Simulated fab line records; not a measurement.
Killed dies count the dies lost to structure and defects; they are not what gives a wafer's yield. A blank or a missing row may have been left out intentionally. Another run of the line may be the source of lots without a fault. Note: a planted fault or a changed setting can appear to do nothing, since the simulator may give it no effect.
fab line records | flow n5_finfet
record lots=5 | wafers=15 | last_day=18
route steps=1938 shown BEOL_M13@1701 BEOL_M14@1716 PASSIVATION@1936
lots with no fault: from the same line, run without faults
start_h: hours from the record's first day to the start of the lot's first wafer shown | wait_h: hours since the lot's step before | " identical to the entry in the row above | L1.1+2: several wafers, shown together as one row | - no value present, or no start provided | * or withheld: withheld | < > ~ a bound
route shown NAME@n: NAME is a module with steps in the file, n the number in the route of the first one | usual: mean/standard deviation taken from wafers without a fault | same: alike in all rows | chamber/n: place in a boat | sites: per-site readings | _std_site: how widely they spread, as a standard deviation | _edge_site: inner sites' mean taken away from outer sites' mean | radius_mm: for every site, how far away it sits from the centre of the wafer | mask NAME#n: copy n | behind: the last tool/chamber to shape the wafer | hold: what put the lot on hold/how long, in hours/how the hold closed | device: the n, p or np transistor that did not switch | end of line: tests run on the same wafers once the route is complete | step lacking rows: just its recipe | killed: dies lost to structure and defects at the first sort, not the wafer's yield | map: per-die view of a wafer (x killed, . not killed, _ where there is no die)
set.NAME: the run value of the setting; set.NAME@STEP: its run value at that earlier step | model.NAME: the simulator's own value behind a step, which no gauge read
a table for each step, a row for each wafer; lots at some steps of the route
services: when a tool's chamber went out of use (start_h, in hours from the record's first day, below 0 if earlier), for how many hours, and the reason
## steps
# step N5_BEOL_M13_PRECLEAN_39
# recipe chemistry=residue_remover | time_s=60 | temp_c=40
# step N5_BEOL_M13_SRD_40
# recipe time_s=30 | temp_c=23 | rinse_liquid=diw | dry=n2_spin | spin_rpm=1500 | dry_time_s=30
# step N5_BEOL_M13_DEGAS_41
# recipe ambient=vacuum | temp_c=250 | time_s=60
# usual heater_power_w=336/20 | susceptor_temp_C=249.99/0.17
lot.wafer | tool           | chamber | start_h | wait_h | heater_power_w | susceptor_temp_C
L374.1    | pvd_sputter-02 | -       | 269.45  | 0.4    | 335            | 249.89
L374.2    | "              | -       | "       | "      | 324            | 249.97
L374.5    | "              | -       | "       | "      | 359            | 250.01
L378.1    | pvd_sputter-03 | -       | 284.89  | 0.5    | 313            | 249.97
L378.2    | "              | -       | "       | "      | 329            | 249.92
L378.5    | "              | -       | "       | "      | 369            | 250.01
L385.3    | pvd_sputter-02 | -       | 337.15  | 0.2    | 344            | 249.69
L385.4    | "              | -       | "       | "      | 310            | 249.95
L385.6    | "              | -       | "       | "      | 359            | 250.03
L394.2    | pvd_sputter-02 | -       | 381.35  | 0.2    | 314            | 249.93
L394.3    | "              | -       | "       | "      | 339            | 249.96
L394.4    | "              | -       | "       | "      | 330            | 250.05
L396.2    | pvd_sputter-02 | -       | 399.62  | 0.2    | 330            | 249.93
L396.3    | "              | -       | "       | "      | 331            | 250.02
L396.6    | "              | -       | "       | "      | 364            | 249.94
# step N5_BEOL_M13_PRE_CLEAN_42
# recipe gas=H2/He | time_s=30 | temp_c=250
# step N5_BEOL_M13_SPUTTER_43
# recipe material=TaN | target_thk_a=150 | temp_c=50 | bias_v=168.6 | power_w=15000 | chamber_pressure_pa=0.12 | time_s=24.19
# usual susceptor_temp_C=50.01/0.12 | throttle_valve_pct=30.5/0.79
lot.wafer | tool           | chamber | start_h | wait_h | susceptor_temp_C | throttle_valve_pct
L374.1    | pvd_sputter-02 | -       | 269.53  | 0.0    | 50.01            | 30.6
L374.2    | "              | -       | "       | "      | 49.94            | 30.7
L374.5    | "              | -       | "       | "      | 49.91            | 30.3
L378.1    | pvd_sputter-03 | -       | 284.97  | 0.0    | 50.03            | 30.9
L378.2    | "              | -       | "       | "      | 50.01            | 29.2
L378.5    | "              | -       | "       | "      | 50.08            | 31.8
L385.3    | pvd_sputter-02 | -       | 337.23  | 0.0    | 50.16            | 30.6
L385.4    | "              | -       | "       | "      | 49.96            | 30.0
L385.6    | "              | -       | "       | "      | 49.92            | 30.3
L394.2    | pvd_sputter-02 | -       | 381.43  | 0.0    | 50.14            | 29.8
L394.3    | "              | -       | "       | "      | 49.89            | 30.6
L394.4    | "              | -       | "       | "      | 50.04            | 30.7
L396.2    | pvd_sputter-02 | -       | 399.70  | 0.0    | 50.00            | 30.3
L396.3    | "              | -       | "       | "      | 50.09            | 30.5
L396.6    | "              | -       | "       | "      | 50.21            | 30.4
# step N5_BEOL_M13_SPUTTER_44
# recipe material=Ta | target_thk_a=100 | temp_c=50 | bias_v=80 | power_w=15000 | chamber_pressure_pa=0.07 | time_s=16.13
# step N5_BEOL_M13_SPUTTER_45
# recipe material=Cu | target_thk_a=800 | temp_c=-20 | bias_v=60 | power_w=26000 | chamber_pressure_pa=0.13 | time_s=13.33
# usual susceptor_temp_C=-20.00/0.097 | throttle_valve_pct=30.4/0.81
lot.wafer | tool           | chamber | start_h | wait_h | susceptor_temp_C | throttle_valve_pct
L374.1    | pvd_sputter-02 | -       | 269.69  | 0.0    | -20.11           | 30.5
L374.2    | "              | -       | "       | "      | -20.08           | 30.6
L374.5    | "              | -       | "       | "      | -19.94           | 30.6
L378.1    | pvd_sputter-03 | -       | 285.13  | 0.0    | -19.90           | 31.2
L378.2    | "              | -       | "       | "      | -20.06           | 28.9
L378.5    | "              | -       | "       | "      | -19.83           | 32.3
L385.3    | pvd_sputter-02 | -       | 337.39  | 0.0    | -20.10           | 30.7
L385.4    | "              | -       | "       | "      | -20.08           | 30.1
L385.6    | "              | -       | "       | "      | -20.18           | 30.4
L394.2    | pvd_sputter-02 | -       | 381.59  | 0.0    | -19.86           | 29.9
L394.3    | "              | -       | "       | "      | -20.01           | 30.3
L394.4    | "              | -       | "       | "      | -19.98           | 30.6
L396.2    | pvd_sputter-02 | -       | 399.86  | 0.0    | -20.01           | 30.8
L396.3    | "              | -       | "       | "      | -19.88           | 30.7
L396.6    | "              | -       | "       | "      | -19.92           | 30.5
# step N5_BEOL_M13_ECD_47
# recipe material=Cu | target_thk_a=9360
# step N5_BEOL_M13_ANNEAL_48
# recipe temp_c=225 | time_s=90 | ambient=N2
# usual wafer_temp_C_max=225.79/0.23
lot.wafer | tool          | chamber | start_h | wait_h | wafer_temp_C_max
L374.1    | rtp_anneal-02 | 0       | 269.97  | 0.1    | 225.57
L374.2    | "             | 0       | "       | "      | 226.01
L374.5    | "             | 0       | "       | "      | 226.02
L378.1    | rtp_anneal-02 | 0       | 285.50  | 0.2    | 225.71
L378.2    | "             | 0       | "       | "      | 226.23
L378.5    | "             | 0       | "       | "      | 225.99
L385.3    | rtp_anneal-02 | 0       | 338.24  | 0.6    | 225.80
L385.4    | "             | 0       | "       | "      | 225.73
L385.6    | "             | 0       | "       | "      | 225.82
L394.2    | rtp_anneal-02 | 0       | 382.40  | 0.6    | 225.63
L394.3    | "             | 0       | "       | "      | 225.92
L394.4    | "             | 0       | "       | "      | 225.89
L396.2    | rtp_anneal-02 | 0       | 400.80  | 0.8    | 225.49
L396.3    | "             | 0       | "       | "      | 226.13
L396.6    | "             | 0       | "       | "      | 225.74
# step N5_BEOL_M13_CMP_49
# recipe stop_on=SiOC | t_overpolish_s=17.1 | down_force_psi=1 | platen_rpm=50 | clearing_platen_down_force_psi=1.5 | clearing_platen_rpm=50 | post_cmp_clean=cu_alkaline | target_thk_nm=420 | clearing_platen_pad_velocity_m_s=0.99484 | pad_velocity_m_s=0.99484
# usual barrier_field_endpoint_s=29.8/0.97 | motor_current_A=6.2/0.49 | overpolish_run_s=17.100/0.0088
lot.wafer | tool   | chamber | start_h | wait_h | barrier_field_endpoint_s | motor_current_A | overpolish_run_s
L374.1    | cmp-03 | 0       | 270.27  | 0.3    | 29.0                     | 7.2             | 17.087
L374.2    | "      | 2       | "       | "      | 29.4                     | 5.6             | 17.100
L374.5    | "      | 0       | "       | "      | 29.0                     | 7.2             | 17.095
L378.2    | cmp-03 | 0       | 285.84  | 0.3    | 28.7                     | 7.2             | 17.108
L378.1    | "      | 1       | "       | "      | 30.9                     | 6.0             | 17.098
L378.5    | "      | 0       | "       | "      | 28.8                     | 7.1             | 17.101
L385.3    | cmp-04 | 2       | 338.48  | 0.2    | 30.5                     | 6.3             | 17.100
L385.4    | "      | 3       | "       | "      | 29.0                     | 5.7             | 17.080
L385.6    | "      | 2       | "       | "      | 30.9                     | 6.5             | 17.098
L394.3    | cmp-02 | 2       | 382.65  | 0.2    | 30.4                     | 6.4             | 17.102
L394.2    | "      | 0       | "       | "      | 31.0                     | 5.6             | 17.092
L394.4    | "      | 1       | "       | "      | 30.8                     | 5.6             | 17.097
L396.2    | cmp-03 | 1       | 401.28  | 0.4    | 29.6                     | 6.2             | 17.093
L396.3    | "      | 3       | "       | "      | 28.7                     | 6.2             | 17.097
L396.6    | "      | 2       | "       | "      | 29.0                     | 5.8             | 17.091
# step N5_BEOL_M13_THK_MEAS_50
# recipe thk_meas_gauge=xrf | reads=Cu_of_BEOL_M13_ECD_47
# usual M13_THK=418/8.5
lot.wafer | tool          | chamber | start_h | wait_h | M13_THK[nm]
L374.1    | film_metro-01 | -       | 270.57  | -      | 412
L374.2    | "             | -       | "       | "      | 412
L374.5    | "             | -       | "       | "      | 414
L378.1    | film_metro-02 | -       | 286.10  | -      | 415
L378.2    | "             | -       | "       | "      | 410
L378.5    | "             | -       | "       | "      | 432
L385.3    | film_metro-01 | -       | 338.74  | -      | 424
L385.4    | "             | -       | "       | "      | 404
L385.6    | "             | -       | "       | "      | 425
L394.2    | film_metro-02 | -       | 382.94  | -      | 418
L394.3    | "             | -       | "       | "      | 413
L394.4    | "             | -       | "       | "      | 437
L396.2    | film_metro-01 | -       | 401.57  | -      | 438
L396.3    | "             | -       | "       | "      | 424
L396.6    | "             | -       | "       | "      | 433
# step N5_BEOL_M13_PRE_CLEAN_52
# recipe gas=NH3 | time_s=15 | temp_c=withheld | rf_power_w=300
# step N5_BEOL_M13_DEP_53
# recipe material=SiCN | target_thk_a=500 | temp_c=withheld | precursor=3MS/NH3 | pressure_torr=3 | rf_w=675 | time_s=17.8
# usual showerhead_plenum_p_Torr=4.153/0.02 | throttle_valve_pct=17.4/0.99
lot.wafer | tool     | chamber | start_h | wait_h | showerhead_plenum_p_Torr | throttle_valve_pct
L374.1    | pecvd-01 | 1       | 270.64  | 0.0    | 4.139                    | 19.6
L374.2    | "        | 0       | "       | "      | 4.159                    | 16.9
L374.5    | "        | 2       | "       | "      | 4.157                    | 16.1
L378.1    | pecvd-01 | 0       | 286.16  | 0.0    | 4.157                    | 17.1
L378.2    | "        | 1       | "       | "      | 4.143                    | 19.2
L378.5    | "        | 2       | "       | "      | 4.155                    | 16.1
L385.3    | pecvd-01 | 2       | 338.80  | 0.0    | 4.156                    | 16.0
L385.4    | "        | 0       | "       | "      | 4.156                    | 16.9
L385.6    | "        | 2       | "       | "      | 4.155                    | 16.2
L394.2    | pecvd-03 | 1       | 383.01  | 0.0    | 4.130                    | 18.2
L394.3    | "        | 0       | "       | "      | 4.138                    | 18.4
L394.4    | "        | 0       | "       | "      | 4.125                    | 18.1
L396.2    | pecvd-04 | 0       | 401.64  | 0.0    | 4.116                    | 17.3
L396.3    | "        | 1       | "       | "      | 4.186                    | 16.9
L396.6    | "        | 0       | "       | "      | 4.123                    | 17.3
# step N5_BEOL_M13_RS_MEAS_54
# recipe thk_meas_gauge=four-point-probe | reads=Cu_of_BEOL_M13_ECD_47+Ta_of_BEOL_M13_SPUTTER_44+TaN_of_BEOL_M13_SPUTTER_43
# usual M13_RS=0.0449/0.00088
lot.wafer | tool          | chamber | start_h | wait_h | M13_RS[ohm/sq]
L374.1    | film_metro-01 | -       | 270.70  | 0.0    | 0.0452
L374.2    | "             | -       | "       | "      | 0.0448
L374.5    | "             | -       | "       | "      | 0.0451
L378.1    | film_metro-01 | -       | 286.23  | 0.0    | 0.0455
L378.2    | "             | -       | "       | "      | 0.0461
L378.5    | "             | -       | "       | "      | 0.0439
L385.3    | film_metro-01 | -       | 338.87  | 0.1    | 0.0440
L385.4    | "             | -       | "       | "      | 0.0464
L385.6    | "             | -       | "       | "      | 0.0440
L394.2    | film_metro-02 | -       | 383.07  | 0.1    | 0.0454
L394.3    | "             | -       | "       | "      | 0.0462
L394.4    | "             | -       | "       | "      | 0.0434
L396.2    | film_metro-02 | -       | 401.70  | 0.1    | 0.0431
L396.3    | "             | -       | "       | "      | 0.0444
L396.6    | "             | -       | "       | "      | 0.0432
# step N5_BEOL_M13_INSPECT_55
# recipe inspect_instrument=darkfield | mode=post_dep
# usual raw_defect_count=78/27
lot.wafer | tool              | chamber | start_h | wait_h | raw_defect_count
L374.1    | defect_inspect-01 | -       | 270.73  | 0.0    | 64
L374.2    | "                 | -       | "       | "      | 75
L374.5    | "                 | -       | "       | "      | 91
L378.1    | defect_inspect-02 | -       | 286.26  | 0.0    | 125
L378.2    | "                 | -       | "       | "      | 112
L378.5    | "                 | -       | "       | "      | 175
L385.3    | defect_inspect-02 | -       | 338.91  | 0.0    | 77
L385.4    | "                 | -       | "       | "      | 319
L385.6    | "                 | -       | "       | "      | 52
L394.2    | defect_inspect-02 | -       | 383.10  | 0.0    | 112
L394.3    | "                 | -       | "       | "      | 99
L394.4    | "                 | -       | "       | "      | 82
L396.2    | defect_inspect-01 | -       | 401.73  | 0.0    | 89
L396.3    | "                 | -       | "       | "      | 32
L396.6    | "                 | -       | "       | "      | 66
# step N5_BEOL_M14_ILD_DEP_00
# recipe material=SiO2 | target_thk_a=11193 | temp_c=400 | precursor=TEOS/O2 | pressure_torr=6.5 | rf_w=900 | teos_flow_sccm=161.4 | gas=O2 | flow_sccm=2650 | time_s=237.4
# step N5_PASSIVATION_PROBE_49
# usual defect_limited_yield=90.5/1.7 | killed_at_M0_to_M3=37/12 | killed_at_M4_up=14/5.2 | killed_at_contacts=12/5.9 | killed_at_front_end=45/14 | killed_at_other=3.5/2.8 | killed_dies=112/21 | killed_open=73/15 | killed_short=36/8.9 | sort_bin_5_function=5.6/1.2 | sort_bin_6_memory=3.5/0.68 | sort_n_pass=1068/21 | sort_yield_pct=90.5/1.8
# same gross_dies=1180 | killed_at_back_side=0 | sort_bin_4_leakage[%]=0 | sort_bin_8_speed[%]=0
lot.wafer | tool      | chamber | start_h | wait_h | defect_limited_yield[%] | killed_at_M0_to_M3 | killed_at_M4_up | killed_at_contacts | killed_at_front_end | killed_at_other | killed_dies | killed_open | killed_short | sort_bin_5_function[%] | sort_bin_6_memory[%] | sort_n_pass | sort_yield_pct[%]
L385.4    | prober-02 | -       | 371.90  | 0.2    | 84.9                    | 25                 | 108             | 10                 | 33                  | 2               | 178         | 46          | 30           | 9.5                    | 4.1                  | 1002        | 84.9
# killed by level:class
L385.4 BEOL_M13:unspecified=94 BEOL_M1:geometric_particle:open=11 FIN_SAQP:geometric_particle:short=9 MOL_CONTACT_COAG:geometric_particle:open=8 GATE_CUT:geometric_particle:short=7 FIN_SAQP:geometric_particle:open=6 BEOL_M2:geometric_particle:open=6 BEOL_M4:geometric_particle:open=5
# map L385.4 (x killed, . not)
_________________..........x.________________
______________x................._____________
___________........................__________
__________.x................x......._________
________..........x.x................._______
_______x.......x......x..............x.______
______..x...............xx....x........._____
_____....................................____
____............x...x.x.xx...............x___
___....xx...............x....x.........x...__
___...........xx.xxxxx.....x........x......__
__.........x.x..xxx..xx.x.....x.x..........._
__..........xxxxxxxxxx.xx.......x..........._
_...........xxxxxxxx.xx.x......x.........x...
_..........x.xxxxxxxxxx.xxxx..x............x.
_.....x.....xxxxxxxxxxxx..x....xx....x.......
_..............xxxxxxxx...x.................x
_..xx.....x..xxxxxxxxxx..x...................
_..............xxxxxxx.x.....................
_..............xxx.xxx...........x...........
_................x..x........x...............
__x....................x..................x._
__.........xx.xx....x................x......_
___.....................x........x.........__
___..x........x........x..x.........x.....x__
____x....x................................___
_____....................................____
______.............x........x..x........_____
_______...................x.......x....______
________....................x....xxx.._______
__________.........................._________
___________..........x..x..........__________
______________...x....x........._____________
_________________............________________
# map L374.2 (x killed, . not)
_________________....x.....x.________________
______________...x...........x.._____________
___________......x.................__________
__________..x.........xxx.........xx_________
________..x........xx.....x..x.x......_______
_______....x.......x..x.........x......______
______....................x............._____
_____....x............x.....x....x.......____
____.......x.x....xx.................x....___
___.........x....x.......xx................__
___.....................x.x................__
__...........................x.x....x......x_
__..........x.........x...x....x.....xx....._
_.xx..................x......x..x..x......x..
_.....x...........x.........x...x.....x......
_.....x.............x..x.....x......xx.x....x
_..........x........x........x...............
_xx........x..x..x..x................x.x..x.x
_x..........x..x.x..............x.....x..x...
_..........x..........x.xx....x.x.........x..
_x.................x...x.......x.x...........
__...................................x......_
__..x.................x......x.........x..x._
___.x...................x...........x.x....__
___.................x.....................x__
____...x...........x...................x..___
_____....................................____
______...x.x.......x...x...x...xxx......_____
_______..x.......x..............x......______
________.xx..x.x....x..x.xx..........._______
__________.......x............x..x.._________
___________......................x.__________
______________.......x.....x...._____________
_________________..........x.________________
## services
tool           | chamber | start_h | hours | kind
cmp-04         | -       | 246.38  | -     | consumable_replace:conditioner
cmp-04         | -       | 246.38  | -     | consumable_replace:pad
pecvd-04       | -       | 255.35  | 2.8   | pm
pecvd-01       | 1       | 262.38  | 5.5   | scheduled_down
cmp-03         | -       | 265.13  | 2.8   | repair
cmp-03         | -       | 276.80  | 1.5   | repair
cmp-04         | -       | 285.10  | 1.0   | repair
pvd_sputter-02 | -       | 288.91  | 7.9   | repair
cmp-03         | -       | 299.54  | 3.2   | repair
pvd_sputter-02 | -       | 303.50  | 6.2   | repair
pecvd-04       | -       | 309.26  | 0.5   | repair
pecvd-01       | 0       | 312.00  | 16.5  | scheduled_down
pecvd-03       | 0       | 313.88  | 4.4   | repair
pecvd-03       | -       | 315.59  | 5.5   | pm
cmp-03         | -       | 317.38  | 4.6   | repair
cmp-04         | -       | 322.56  | 3.9   | pm
pecvd-03       | -       | 329.55  | 15.6  | pm
cmp-04         | -       | 360.46  | 0.8   | repair
cmp-04         | -       | 368.18  | 0.8   | repair
pecvd-04       | -       | 375.29  | 6.0   | pm
cmp-04         | -       | 375.90  | 0.4   | repair
cmp-04         | -       | 398.79  | 0.3   | repair
cmp-03         | -       | 399.58  | 0.6   | repair
cmp-02         | -       | 400.45  | 4.1   | pm
## key
first_sign step=N5_BEOL_M13_INSPECT_55 | reading=raw_defect_count | direction=up | sigmas=9 | usual=78 | struck=319
effect step=N5_PASSIVATION_PROBE_49 | reading=killed_at_M4_up | direction=up | sigmas=18 | usual=14 | struck=108
more_kills_born_at N5_BEOL_M13_DEP_53@pecvd-01=94
met_at N5_BEOL_M13_DEP_53
struck_wafers L385.4
onset_between 286.16 338.80
fault kind=chamber_particle_source | tool=pecvd-01 | chamber=0 | onset_h=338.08 | steps=N5_BEOL_M13_DEP_53 | rate_per_visit_cm2=0.38927 | end_h=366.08
